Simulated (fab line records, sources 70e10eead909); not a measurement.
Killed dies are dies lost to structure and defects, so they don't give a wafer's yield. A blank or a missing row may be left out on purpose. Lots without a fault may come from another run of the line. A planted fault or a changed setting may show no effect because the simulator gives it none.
fab line records | flow nand_harc
record lots=24 wafers=72 last_day=33
route steps=1302 shown P_M0@275 P_M1@296 P_M2@338 P_BONDPAD@368
lots that met no fault: from a run of the same line without faults
start_h: hours from the record's first day to the start of the lot's first wafer shown | wait_h: hours since the lot's step before | " the same as in the row above | L1.1+2: a row that stands for several wafers | - no value, or no start given | * or withheld: withheld | < > ~ a bound
route shown NAME@n: a module of which the file shows steps, and the number in the route of the first | usual: mean/standard deviation of fault-free wafers | same: alike in all rows | chamber/n: place in a boat | sites: the reading at each site | _std_site: their standard deviation | _edge_site: outer sites' mean less inner sites' | radius_mm: how far each site lies from the wafer's centre | mask NAME#n: copy n | behind: the tool/chamber that last shaped the wafer | hold: why the lot was held/for how many hours/how that ended | device: the transistor (n, p or np) that didn't switch | end of line: the same wafers' tests at the end of the route | a step without rows: its recipe alone | killed: dies lost to structure and defects at the first sort, not the wafer's yield | map: a wafer's dies, x killed, . not, _ none there
set.NAME: the setting as run; set.NAME@STEP: as run at that earlier step | model.NAME: the simulator's own value behind a step, which no gauge read
steps of the route over a sample of lots; a table a step, a row a wafer
services: from which hour (start_h, from the record's first day; less than 0 if before it) a tool's chamber was out of use, for how many hours, and why
## steps
# step NHARC_P_M0_PVD_21
# recipe target_thk_a=300 chamber_pressure_pa=5 power_w=5000 substrate_temp_c=30 time_s=20.49 material=Cu
# usual substrate_temp_c=29.99/0.12 throttle_valve_pct=29.9/0.92
# columns lot.wafer tool chamber start_h wait_h substrate_temp_c throttle_valve_pct
L074.3 pvd_sputter-02 - - - 29.99 30.1
L074.2 " - " " 30.03 31.0
L074.6 " - " " 29.89 30.2
L075.1 pvd_sputter-03 - - - 29.94 30.5
L075.3 " - " " 29.92 29.4
L075.6 " - " " 30.03 28.2
L076.3 pvd_sputter-01 - - - 30.01 30.6
L076.5 " - " " 29.80 30.5
L076.6 " - " " 29.97 30.7
L077.1 pvd_sputter-03 - - - 29.90 29.6
L077.3 " - " " 30.10 30.2
L077.5 " - " " 30.07 28.4
L078.1 pvd_sputter-02 - - - 30.01 30.0
L078.2 " - " " 29.87 29.9
L078.5 " - " " 30.19 28.9
L079.4 pvd_sputter-01 - - - 29.99 30.9
L079.3 " - " " 29.94 29.2
L079.1 " - " " 29.94 30.8
L080.1 pvd_sputter-03 - - - 29.83 29.0
L080.3 " - " " 29.99 29.8
L080.5 " - " " 30.17 28.2
L081.1 pvd_sputter-03 - - - 29.85 30.0
L081.2 " - " " 30.01 30.8
L081.6 " - " " 30.00 30.1
L082.4 pvd_sputter-01 - - - 30.01 30.6
L082.1 " - " " 29.98 31.0
L082.5 " - " " 30.07 30.6
L083.4 pvd_sputter-01 - - - 29.98 30.6
L083.6 " - " " 29.95 30.9
L083.5 " - " " 29.96 31.2
L084.4 pvd_sputter-03 - - - 29.73 29.7
L084.2 " - " " 30.04 28.9
L084.5 " - " " 29.94 31.0
L085.2 pvd_sputter-03 - - - 29.88 31.0
L085.1 " - " " 29.91 29.7
L085.6 " - " " 29.82 31.0
L086.3 pvd_sputter-01 - - - 30.02 31.8
L086.2 " - " " 30.03 30.1
L086.4 " - " " 29.94 30.0
L087.1 pvd_sputter-03 - - - 29.90 30.1
L087.6 " - " " 30.06 28.8
L087.5 " - " " 30.00 29.8
L088.3 pvd_sputter-01 - - - 30.00 31.2
L088.1 " - " " 29.99 29.5
L088.5 " - " " 30.00 30.0
L089.3 pvd_sputter-01 - - - 29.97 29.9
L089.6 " - " " 29.94 29.9
L089.5 " - " " 30.11 31.5
L090.2 pvd_sputter-01 - - - 29.86 30.0
L090.1 " - " " 29.93 29.9
L090.6 " - " " 30.12 29.8
L091.4 pvd_sputter-03 - - - 29.91 30.1
L091.2 " - " " 29.83 28.1
L091.5 " - " " 30.04 28.9
L092.2 pvd_sputter-02 - - - 30.07 29.9
L092.5 " - " " 29.99 31.2
L092.6 " - " " 30.07 29.5
L093.1 pvd_sputter-01 - - - 29.93 29.7
L093.6 " - " " 29.87 30.1
L093.5 " - " " 29.93 31.1
L094.1 pvd_sputter-01 - - - 30.04 29.8
L094.3 " - " " 29.81 29.9
L094.6 " - " " 30.37 29.6
L095.3 pvd_sputter-03 - - - 30.11 31.0
L095.1 " - " " 30.23 28.1
L095.2 " - " " 29.96 28.9
L096.2 pvd_sputter-02 - - - 29.90 29.4
L096.1 " - " " 30.02 31.2
L096.6 " - " " 29.88 28.8
L097.2 pvd_sputter-02 - - - 30.06 29.6
L097.3 " - " " 29.70 29.1
L097.1 " - " " 30.20 31.1
# step NHARC_P_M0_THK_MEAS_24
# recipe thk_meas_gauge=xrf
# usual thk_nm=117.0/1.5
# columns lot.wafer tool chamber start_h wait_h thk_nm
L074.2 film_metro-01 - 128.52 - 114.4
L074.3 " - " " 116.7
L074.6 " - " " 118.6
L075.1 film_metro-01 - 135.45 - 116.7
L075.3 " - " " 116.7
L075.6 " - " " 115.5
L076.3 film_metro-01 - 145.48 - 117.8
L076.5 " - " " 115.7
L076.6 " - " " 114.9
L077.1 film_metro-02 - 158.49 - 118.1
L077.3 " - " " 116.6
L077.5 " - " " 115.0
L078.1 film_metro-02 - 166.13 - 114.4
L078.2 " - " " 118.3
L078.5 " - " " 117.8
L079.1 film_metro-01 - 178.93 - 115.9
L079.3 " - " " 120.2
L079.4 " - " " 118.4
L080.1 film_metro-01 - 184.72 - 116.8
L080.3 " - " " 114.5
L080.5 " - " " 117.1
L081.1 film_metro-02 - 189.42 - 117.2
L081.2 " - " " 117.7
L081.6 " - " " 115.0
L082.1 film_metro-02 - 201.49 - 118.0
L082.4 " - " " 117.1
L082.5 " - " " 117.1
L083.4 film_metro-01 - 216.16 - 117.9
L083.5 " - " " 117.2
L083.6 " - " " 117.1
L084.2 film_metro-02 - 221.64 - 117.4
L084.4 " - " " 115.5
L084.5 " - " " 116.4
L085.1 film_metro-02 - 231.74 - 118.9
L085.2 " - " " 114.8
L085.6 " - " " 115.9
L086.2 film_metro-02 - 247.01 - 118.4
L086.3 " - " " 117.3
L086.4 " - " " 117.6
L087.1 film_metro-01 - 266.66 - 119.0
L087.5 " - " " 118.7
L087.6 " - " " 118.5
L088.1 film_metro-02 - 267.72 - 114.1
L088.3 " - " " 114.7
L088.5 " - " " 116.5
L089.3 film_metro-01 - 288.08 - 117.5
L089.5 " - " " 117.6
L089.6 " - " " 118.2
L090.1 film_metro-02 - 292.31 - 116.0
L090.2 " - " " 115.9
L090.6 " - " " 118.0
L091.2 film_metro-01 - 296.64 - 120.0
L091.4 " - " " 116.6
L091.5 " - " " 116.1
L092.2 film_metro-02 - 314.32 - 116.3
L092.5 " - " " 116.5
L092.6 " - " " 117.1
L093.1 film_metro-01 - 319.41 - 117.9
L093.5 " - " " 117.5
L093.6 " - " " 117.7
L094.1 film_metro-01 - 328.68 - 116.7
L094.3 " - " " 113.8
L094.6 " - " " 116.2
L095.1 film_metro-02 - 338.05 - 115.7
L095.2 " - " " 114.6
L095.3 " - " " 116.5
L096.1 film_metro-02 - 338.49 - 118.5
L096.2 " - " " 114.4
L096.6 " - " " 119.5
L097.1 film_metro-02 - 352.13 - 118.0
L097.2 " - " " 119.4
L097.3 " - " " 115.9
# step NHARC_P_M1_OVL_MEAS_10
# recipe pitch_nm=260
# usual overlay_x_nm=0.1/1 overlay_y_nm=0.1/0.77
# columns lot.wafer tool chamber start_h wait_h overlay_x_nm overlay_y_nm
L074.2 overlay-01 - 130.01 - 0.2 1.1
L074.3 " - " " 1.2 0.9
L074.6 " - " " 0.5 1.0
L075.1 overlay-02 - 136.96 - 0.3 0.5
L075.3 " - " " -0.2 0.1
L075.6 " - " " -0.2 0.8
L076.3 overlay-01 - 147.12 - 0.1 1.0
L076.5 " - " " 0.2 1.0
L076.6 " - " " 0.3 0.7
L077.1 overlay-02 - 160.28 - 0.8 1.7
L077.3 " - " " 0.4 0.9
L077.5 " - " " 0.4 0.9
L078.1 overlay-02 - 167.77 - -0.2 0.6
L078.2 " - " " -0.2 0.4
L078.5 " - " " -0.5 0.2
L079.1 overlay-02 - 180.57 - -1.1 -0.6
L079.3 " - " " -0.5 -0.9
L079.4 " - " " -0.2 -0.9
L080.1 overlay-01 - 186.23 - -1.3 -0.6
L080.3 " - " " -0.7 -0.1
L080.5 " - " " -1.0 -0.3
L081.1 overlay-01 - 191.19 - -0.4 -0.3
L081.2 " - " " -0.2 -0.2
L081.6 " - " " -0.6 0.0
L082.1 overlay-01 - 203.13 - 1.6 -0.6
L082.4 " - " " 1.0 -0.6
L082.5 " - " " 1.0 -0.8
L083.4 overlay-01 - 217.77 - 0.2 0.2
L083.5 " - " " 0.7 -0.1
L083.6 " - " " 0.4 -0.4
L084.2 overlay-01 - 223.16 - 0.8 -0.6
L084.4 " - " " 1.2 0.2
L084.5 " - " " 1.0 -0.4
L085.1 overlay-02 - 233.37 - 0.3 -0.3
L085.2 " - " " 0.7 -0.3
L085.6 " - " " 0.4 -0.8
L086.2 overlay-02 - 248.78 - 2.4 -0.1
L086.3 " - " " 2.2 0.1
L086.4 " - " " 2.3 0.2
L087.1 overlay-01 - 268.18 - 0.3 -1.3
L087.5 " - " " 0.5 -0.9
L087.6 " - " " 0.7 -1.1
L088.1 overlay-01 - 269.21 - 0.5 0.0
L088.3 " - " " 0.8 0.4
L088.5 " - " " 0.6 -0.1
L089.3 overlay-02 - 289.68 - -0.3 0.2
L089.5 " - " " -0.7 0.1
L089.6 " - " " -0.3 0.5
L090.1 overlay-02 - 293.84 - 0.7 0.4
L090.2 " - " " 0.5 0.8
L090.6 " - " " 0.5 0.9
L091.2 overlay-01 - 298.31 - 1.5 -1.5
L091.4 " - " " 1.9 -1.0
L091.5 " - " " 1.4 -1.4
L092.2 overlay-01 - 315.84 - -0.6 0.8
L092.5 " - " " -0.9 0.4
L092.6 " - " " -1.8 0.9
L093.1 overlay-02 - 321.23 - -1.3 0.6
L093.5 " - " " -1.2 0.8
L093.6 " - " " -0.8 0.7
L094.1 overlay-01 - 330.30 - -1.2 -0.9
L094.3 " - " " -0.6 -1.0
L094.6 " - " " -1.4 -1.3
L095.1 overlay-02 - 339.83 - -1.8 1.6
L095.2 " - " " -1.7 1.2
L095.3 " - " " -1.7 0.7
L096.1 overlay-01 - 340.11 - 0.0 0.7
L096.2 " - " " 0.3 0.3
L096.6 " - " " -0.1 0.0
L097.1 overlay-01 - 353.77 - 0.6 -0.3
L097.2 " - " " 0.9 0.1
L097.3 " - " " 0.9 0.3
# step NHARC_P_M2_DEGAS_29
# recipe temp_c=250 time_s=60
# usual heater_power_w=336/22
# columns lot.wafer tool chamber start_h wait_h heater_power_w
L074.3 pvd_sputter-02 - 135.26 - 359
L074.2 " - " " 374
L074.6 " - " " 366
L075.3 pvd_sputter-02 - 142.24 - 378
L075.1 " - " " 334
L075.6 " - " " 349
L076.3 pvd_sputter-02 - 152.39 - 361
L076.6 " - " " 355
L076.5 " - " " 358
L077.1 pvd_sputter-01 - 165.58 - 329
L077.3 " - " " 315
L077.5 " - " " 349
L078.1 pvd_sputter-01 - 173.40 - 306
L078.2 " - " " 345
L078.5 " - " " 329
L079.1 pvd_sputter-02 - 185.83 - 383
L079.4 " - " " 365
L079.3 " - " " 334
L080.1 pvd_sputter-01 - 191.58 - 322
L080.3 " - " " 329
L080.5 " - " " 323
L081.1 pvd_sputter-03 - 196.53 - 358
L081.2 " - " " 321
L081.6 " - " " 326
L082.4 pvd_sputter-02 - 208.42 - 363
L082.1 " - " " 372
L082.5 " - " " 354
L083.4 pvd_sputter-02 - 223.08 - 378
L083.5 " - " " 330
L083.6 " - " " 378
L084.4 pvd_sputter-03 - 228.46 - 337
L084.2 " - " " 310
L084.5 " - " " 330
L085.2 pvd_sputter-01 - 238.53 - 312
L085.1 " - " " 343
L085.6 " - " " 313
L086.3 pvd_sputter-01 - 254.34 - 328
L086.4 " - " " 324
L086.2 " - " " 308
L087.1 pvd_sputter-01 - 273.49 - 338
L087.5 " - " " 334
L087.6 " - " " 328
L088.3 pvd_sputter-01 - 274.46 - 317
L088.1 " - " " 322
L088.5 " - " " 325
L089.3 pvd_sputter-01 - 294.95 - 315
L089.6 " - " " 318
L089.5 " - " " 340
L090.1 pvd_sputter-01 - 299.81 - 319
L090.2 " - " " 317
L090.6 " - " " 321
L091.4 pvd_sputter-03 - 303.82 - 365
L091.2 " - " " 322
L091.5 " - " " 365
L092.2 pvd_sputter-01 - 321.15 - 319
L092.6 " - " " 338
L092.5 " - " " 320
L093.1 pvd_sputter-03 - 326.96 - 295
L093.5 " - " " 327
L093.6 " - " " 373
L094.3 pvd_sputter-02 - 335.49 - 317
L094.1 " - " " 374
L094.6 " - " " 331
L095.2 pvd_sputter-03 - 345.43 - 328
L095.3 " - " " 362
L095.1 " - " " 299
L096.1 pvd_sputter-02 - 345.87 - 380
L096.2 " - " " 331
L096.6 " - " " 369
L097.3 pvd_sputter-03 - 359.05 - 330
L097.1 " - " " 362
L097.2 " - " " 294
# step NHARC_P_M2_CMP_23
# recipe t_overpolish_s=20 target_thk_nm=144.3
# usual motor_current_A=12.1/1.1 retaining_ring_pressure_frac=1.000/0.0049 time_to_endpoint_s=28/3.1
# columns lot.wafer tool chamber start_h wait_h motor_current_A retaining_ring_pressure_frac time_to_endpoint_s
L074.3 cmp-03 2 136.33 - 10.0 0.999 26
L074.2 " 0 " " 12.0 1.001 29
L074.6 " 2 " " 10.6 1.006 25
L075.3 cmp-02 2 143.33 - 12.8 0.997 27
L075.1 " 3 " " 10.9 0.994 28
L075.6 " 2 " " 13.1 1.004 26
L076.3 cmp-04 3 153.52 - 13.0 1.000 26
L076.6 " 1 " " 14.2 0.999 24
L076.5 " 2 " " 11.8 0.997 28
L077.1 cmp-03 0 166.68 - 11.8 0.994 31
L077.3 " 2 " " 10.3 1.002 28
L077.5 " 0 " " 12.0 0.997 30
L078.2 cmp-04 1 174.47 - 13.2 1.002 21
L078.1 " 2 " " 12.0 1.002 28
L078.5 " 1 " " 12.7 0.997 23
L079.4 cmp-02 2 186.91 - 12.3 1.008 27
L079.1 " 0 " " 10.3 1.004 34
L079.3 " 1 " " 12.3 0.991 33
L080.1 cmp-02 1 192.66 - 11.8 1.000 29
L080.3 " 3 " " 10.8 0.991 26
L080.5 " 1 " " 12.6 0.997 26
L081.2 cmp-04 3 197.61 - 13.1 1.002 27
L081.1 " 0 " " 11.8 0.997 30
L081.6 " 0 " " 12.1 0.996 28
L082.1 cmp-02 0 209.49 - 10.0 1.003 33
L082.4 " 3 " " 11.0 1.004 30
L082.5 " 1 " " 12.9 1.000 31
L083.4 cmp-04 0 224.24 - 11.4 1.006 29
L083.5 " 2 " " 12.0 0.992 25
L083.6 " 3 " " 13.3 1.000 25
L084.2 cmp-03 1 229.98 - 14.5 1.004 31
L084.4 " 0 " " 11.6 1.003 33
L084.5 " 1 " " 14.1 1.002 29
L085.1 cmp-02 3 239.66 - 11.4 0.995 24
L085.2 " 0 " " 10.0 1.002 29
L085.6 " 2 " " 12.9 1.005 25
L086.3 cmp-03 0 255.42 - 11.9 0.996 32
L086.4 " 2 " " 10.2 0.995 27
L086.2 " 3 " " 11.9 1.007 28
L087.1 cmp-03 3 274.64 - 12.3 0.996 31
L087.5 " 1 " " 14.4 0.998 31
L087.6 " 2 " " 10.6 0.989 29
L088.1 cmp-03 1 275.65 - 14.9 0.998 32
L088.3 " 2 " " 10.6 1.002 30
L088.5 " 3 " " 11.9 1.004 30
L089.3 cmp-04 1 296.02 - 12.8 1.009 26
L089.6 " 1 " " 13.1 1.005 24
L089.5 " 2 " " 12.2 1.000 26
L090.1 cmp-03 2 300.96 - 10.3 0.999 27
L090.2 " 0 " " 11.9 0.991 33
L090.6 " 1 " " 13.5 0.992 28
L091.2 cmp-02 2 304.93 - 12.1 1.008 28
L091.4 " 3 " " 10.8 0.999 27
L091.5 " 2 " " 11.9 1.009 27
L092.2 cmp-02 1 322.29 - 12.0 1.006 28
L092.6 " 2 " " 12.5 0.997 23
L092.5 " 3 " " 11.3 0.984 27
L093.1 cmp-03 1 328.11 - 14.7 1.002 34
L093.6 " 2 " " 10.5 1.004 31
L093.5 " 3 " " 12.9 1.002 34
L094.3 cmp-04 2 336.58 - 11.8 0.998 30
L094.1 " 1 " " 13.6 0.999 26
L094.6 " 3 " " 11.7 1.003 29
L095.1 cmp-04 0 346.54 - 11.4 0.998 29
L095.2 " 1 " " 13.4 1.007 22
L095.3 " 2 " " 12.0 0.999 29
L096.1 cmp-02 3 346.98 - 11.3 0.997 32
L096.2 " 0 " " 10.3 1.006 35
L096.6 " 3 " " 11.3 1.004 31
L097.3 cmp-04 3 360.16 - 13.0 0.998 29
L097.2 " 0 " " 12.0 0.997 29
L097.1 " 1 " " 13.3 0.997 23
# step NHARC_P_BONDPAD_ETCH_37
# recipe target_depth_a=600 overetch_a=180 time_s=65.91 ion_energy_ev=200 n2_flow_sccm=150 h2_flow_sccm=150 ar_flow_sccm=0 rf_w=400 bias_w=150 chemistry=N2/H2
# usual drypump_motor_current_A=5.2/0.49 oes_product_au=1.000/0.009 rf_vpp_V=430.5/2.4 showerhead_plenum_p_Torr=2.04/0.081 throttle_valve_pct=14.170/0.0095
# columns lot.wafer tool chamber start_h wait_h drypump_motor_current_A oes_product_au rf_hours_counter_h rf_vpp_V showerhead_plenum_p_Torr throttle_valve_pct
L074.2 rie_diel-13 2 138.87 0.1 6.5 1.003 9.1 431.5 2.09 14.170
L074.3 " 1 " " 5.1 0.994 9.4 431.4 2.02 14.174
L074.6 " 2 " " 6.5 1.012 - 432.6 2.09 14.173
L075.1 rie_diel-07 2 145.89 0.1 6.1 1.007 0.6 432.2 2.10 14.172
L075.3 " 3 " " 5.1 0.998 0.6 432.7 2.13 14.158
L075.6 " 3 " " 5.1 1.008 - 432.3 2.13 14.157
L076.3 rie_diel-07 0 155.89 0.1 4.8 1.001 0.9 428.3 1.98 14.176
L076.5 " 0 " " 4.8 0.993 - 427.5 1.98 14.179
L076.6 " 1 " " 4.9 1.009 - 427.4 1.90 14.166
L077.3 rie_diel-07 1 169.09 0.1 4.9 1.006 1.3 426.1 1.90 14.157
L077.1 " 0 " " 4.8 0.978 1.4 427.7 1.98 14.182
L077.5 " 1 " " 4.9 1.002 - 426.4 1.90 14.166
L078.1 rie_diel-07 3 177.03 0.1 5.1 1.004 1.1 432.9 2.13 14.175
L078.2 " 0 " " 4.8 0.992 1.7 428.6 1.98 14.171
L078.5 " 3 " " 5.1 0.998 - 434.2 2.13 14.160
L079.1 rie_diel-07 3 189.49 0.1 5.1 1.005 1.3 431.8 2.13 14.160
L079.3 " 0 " " 4.8 0.996 1.9 430.4 1.98 14.151
L079.4 " 0 " " 4.8 0.978 - 428.5 1.98 14.153
L080.3 rie_diel-13 1 195.21 0.1 5.1 1.009 1.1 429.2 2.02 14.179
L080.1 " 2 " " 6.5 0.994 1.1 433.2 2.09 14.172
L080.5 " 0 " " 5.0 0.983 - 430.8 2.05 14.172
L081.2 rie_diel-07 1 200.29 0.1 4.9 1.000 1.9 426.3 1.90 14.164
L081.1 " 3 " " 5.1 0.993 1.5 430.9 2.13 14.181
L081.6 " 1 " " 4.9 1.002 - 426.8 1.90 14.182
L082.1 rie_diel-06 0 212.40 0.5 5.4 0.991 4.8 427.9 1.97 14.177
L082.4 " 2 " " 5.3 1.007 4.5 434.3 2.17 14.157
L082.5 " 0 " " 5.4 0.992 - 428.4 1.97 14.174
L083.4 rie_diel-06 1 226.78 0.1 4.8 1.012 4.1 432.1 2.10 14.170
L083.6 " 2 " " 5.3 1.009 - 433.9 2.17 14.174
L083.5 " 3 " " 4.8 1.013 - 428.5 1.99 14.179
L084.4 rie_diel-06 0 232.44 0.1 5.4 0.992 5.7 428.6 1.97 14.174
L084.2 " 2 " " 5.3 1.016 5.3 433.4 2.17 14.176
L084.5 " 1 " " 4.8 1.005 - 430.6 2.10 14.168
L085.2 rie_diel-13 2 242.15 0.1 6.5 1.017 3.2 433.4 2.09 14.169
L085.1 " 3 " " 5.6 1.001 2.5 429.7 2.06 14.165
L085.6 " 1 " " 5.1 1.005 - 430.3 2.02 14.154
L086.3 rie_diel-06 2 257.85 0.1 5.3 1.012 5.5 432.6 2.17 14.174
L086.2 " 0 " " 5.4 0.998 6.7 428.2 1.97 14.169
L086.4 " 1 " " 4.8 1.007 5.1 432.4 2.10 14.166
L087.1 rie_diel-07 2 277.02 0.1 6.1 0.998 3.9 432.3 2.10 14.161
L087.6 " 3 " " 5.1 1.004 - 433.2 2.13 14.174
L087.5 " 1 " " 4.9 1.002 - 425.9 1.90 14.177
L088.1 rie_diel-06 3 278.15 0.1 4.8 1.003 8.1 428.7 1.99 14.179
L088.3 " 0 " " 5.4 0.991 8.4 428.5 1.96 14.161
L088.5 " 2 " " 5.3 1.014 - 434.3 2.17 14.170
L089.3 rie_diel-06 3 298.58 0.1 4.8 0.991 9.1 428.6 1.99 14.175
L089.5 " 0 " " 5.4 0.991 - 429.0 1.96 14.180
L089.6 " 1 " " 4.8 0.994 - 432.4 2.10 14.168
L090.1 rie_diel-07 2 303.53 0.1 6.1 1.001 0.0 432.4 2.10 14.145
L090.2 " 3 " " 5.1 0.994 0.0 432.9 2.13 14.175
L090.6 " 1 " " 4.9 0.990 - 427.0 1.90 14.164
L091.2 rie_diel-13 3 307.45 0.1 5.6 1.001 3.7 430.7 2.06 14.169
L091.4 " 0 " " 5.0 0.991 7.1 429.6 2.05 14.170
L091.5 " 0 " " 5.0 0.993 - 430.5 2.05 14.163
L092.2 rie_diel-07 0 324.76 0.1 4.8 0.987 1.0 428.0 1.97 14.164
L092.5 " 0 " " 4.8 0.974 - 428.6 1.97 14.175
L092.6 " 1 " " 4.9 0.996 - 427.3 1.90 14.162
L093.1 rie_diel-13 1 330.43 0.1 5.1 1.003 9.2 430.0 2.01 14.169
L093.5 " 0 " " 5.0 0.988 - 431.0 2.05 14.171
L093.6 " 1 " " 5.1 0.998 - 430.0 2.01 14.163
L094.1 rie_diel-07 0 339.30 0.1 4.8 0.997 1.7 429.1 1.97 14.186
L094.3 " 2 " " 6.1 1.003 1.6 431.4 2.10 14.174
L094.6 " 3 " " 5.1 1.004 - 433.1 2.13 14.158
L095.3 rie_diel-07 3 349.21 0.1 5.1 0.990 1.9 432.7 2.13 14.164
L095.2 " 1 " " 4.9 0.992 1.2 427.6 1.90 14.173
L095.1 " 2 " " 6.1 0.994 2.0 433.1 2.10 14.188
L096.1 rie_diel-06 0 349.54 0.1 5.4 0.994 2.4 429.1 1.96 14.162
L096.2 " 1 " " 4.8 1.001 2.4 433.0 2.10 14.174
L096.6 " 3 " " 4.8 1.009 - 427.9 1.98 14.183
L097.1 rie_diel-06 2 362.69 0.1 5.3 1.003 3.7 434.9 2.17 14.163
L097.3 " 3 " " 4.8 1.008 3.6 429.0 1.98 14.165
L097.2 " 1 " " 4.8 1.002 3.0 431.5 2.10 14.194
## services
# columns tool chamber start_h hours kind
pvd_sputter-02 - 104.45 10.0 pm
cmp-03 - 106.70 1.3 repair
cmp-04 - 111.03 4.0 pm
rie_diel-07 - 117.20 9.0 pm
cmp-02 - 126.02 11.0 repair
cmp-04 - 126.64 1.2 repair
rie_diel-06 - 130.22 9.0 pm
pvd_sputter-03 - 135.98 6.1 repair
cmp-03 - 162.02 4.0 pm
rie_diel-06 - 163.10 2.6 repair
rie_diel-07 3 166.02 8.9 repair
pvd_sputter-03 - 170.26 10.0 pm
rie_diel-06 1 181.75 4.7 repair
rie_diel-07 1 187.59 3.4 repair
rie_diel-07 - 191.11 0.8 repair
pvd_sputter-03 - 204.12 4.1 repair
rie_diel-07 3 225.28 14.1 repair
pvd_sputter-02 - 225.95 10.9 repair
pvd_sputter-01 - 226.08 10.0 pm
rie_diel-07 0 274.78 9.3 repair
pvd_sputter-02 - 282.45 10.0 pm
rie_diel-07 - 294.20 9.0 pm
rie_diel-07 1 330.35 17.6 repair
pvd_sputter-03 - 348.26 10.0 pm
## key
fault none
